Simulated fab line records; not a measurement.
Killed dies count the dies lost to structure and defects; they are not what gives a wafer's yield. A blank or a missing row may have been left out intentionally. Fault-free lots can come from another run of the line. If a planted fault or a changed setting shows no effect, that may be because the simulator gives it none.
A lot that was struck, set against a sound lot ; flow n5_finfet ; 14 steps out of a route of 1938
Sound: these wafers, L825.4, L825.5, L825.6. Wafers struck: L812.1, L812.4. The cause is given at the end.
Per side, at each step with rows, come the tool, then ch with its chambers, and then its first start. Under that, the readings that differ: sound wafers ; struck wafers ; difference of the means ; sigmas: that difference in standard deviations of wafers without a fault.
alike: readings with means less than 2 such deviations apart, plus words and numbers identical on both sides. not compared: withheld readings, readings lacking a value on some wafer, bounds such as >300 that could conceal the same value, and numbers that have no deviation in the record and whose values overlap.
A row with sigmas, a row that says differs or no value, or rows on one side alone: a step with any of these is where the two part. Numbers that don't overlap but have no deviation are shown without sigmas and don't part them. A reading that every wafer of one side lacks parts them only if that side has two wafers or more.

N5_BEOL_M7_CURE_75: cures SiCOH lowk, time 120 s.
  sound on uv_cure-01 ch 2, day 16 10:08; struck on uv_cure-01 ch 1, day 12 02:09
reading;sound;struck;difference;sigmas
wafer_temp_C_max;372.7 372.4 373.0;371.7 371.5;-1.1;-2
  alike: lamp_power_pct
N5_BEOL_M7_DEGAS_44: time 60 s.
  sound on pvd_sputter-02 at day 16 10:30; struck on pvd_sputter-02 at day 12 02:33
  alike: heater_power_w
N5_BEOL_M7_PRE_CLEAN_45: time 30 s.
  sound on pvd_sputter-02 at day 16 10:35; struck on pvd_sputter-02 at day 12 02:35
  alike: heater_power_w
N5_BEOL_M7_ALD_77: deposits TaN, target thk 2 nm, pulse time 2 s, purge time 3 s.
  sound on ald_metal-03 ch 1,2,3, day 16 10:45; struck on ald_metal-03 ch 1,3, day 12 02:39
  alike: heater_power_w
N5_BEOL_M7_SURFACE_TREAT_79:
  sound on pvd_sputter-03 at day 16 12:11; struck on pvd_sputter-02 at day 12 02:59
  not compared: throttle_valve_pct
then, 5 steps without rows for these wafers: N5_BEOL_M7_CVD_78 (deposits Co from CCTBA/H2, target thk 2 nm, time 142.3 s); N5_BEOL_M7_SPUTTER_48 (material Cu, target thk 10 nm, time 1.667 s); N5_BEOL_M7_ECD_50 (material Cu, target thk 300 nm); N5_BEOL_M7_ANNEAL_51 (time 90 s); N5_BEOL_M7_CMP_52 (polishes, stops on SiCOH lowk, t overpolish 6.9 s, target thk 80 nm).
N5_BEOL_M7_THK_MEAS_53: measures by xrf.
  sound on film_metro-01 at day 16 13:26; struck on film_metro-01 at day 12 05:02
  alike: M7_THK
then, 1 step without rows for these wafers: N5_BEOL_M7_PRE_CLEAN_55 (time 15 s).
N5_BEOL_M7_DEP_56: deposits SiCN from 3MS/NH3, target thk 10 nm, time 17.5 s.
  sound on pecvd-02 ch 0,1,2, day 16 13:31; struck on pecvd-01 ch 0,1, day 12 05:05
reading;sound;struck;difference;sigmas
model.SiCN_of_BEOL_M7_DEP_56.thk_nm (nm);9.8 10.2 9.8;9.4 9.4;-0.5;
  alike: showerhead_plenum_p_Torr, throttle_valve_pct
N5_BEOL_M7_RS_MEAS_57: a four-point-probe measurement.
  sound on film_metro-02 at day 16 13:34; struck on film_metro-01 at day 12 05:10
  alike: M7_RS

WHERE THEY PART
N5_BEOL_M7_CURE_75 only, going by this record. Later steps at which nothing parts them and some readings are alike: N5_BEOL_M7_DEGAS_44, N5_BEOL_M7_PRE_CLEAN_45, N5_BEOL_M7_ALD_77, N5_BEOL_M7_THK_MEAS_53, N5_BEOL_M7_DEP_56, N5_BEOL_M7_RS_MEAS_57.

WHY: the cause the simulator had injected
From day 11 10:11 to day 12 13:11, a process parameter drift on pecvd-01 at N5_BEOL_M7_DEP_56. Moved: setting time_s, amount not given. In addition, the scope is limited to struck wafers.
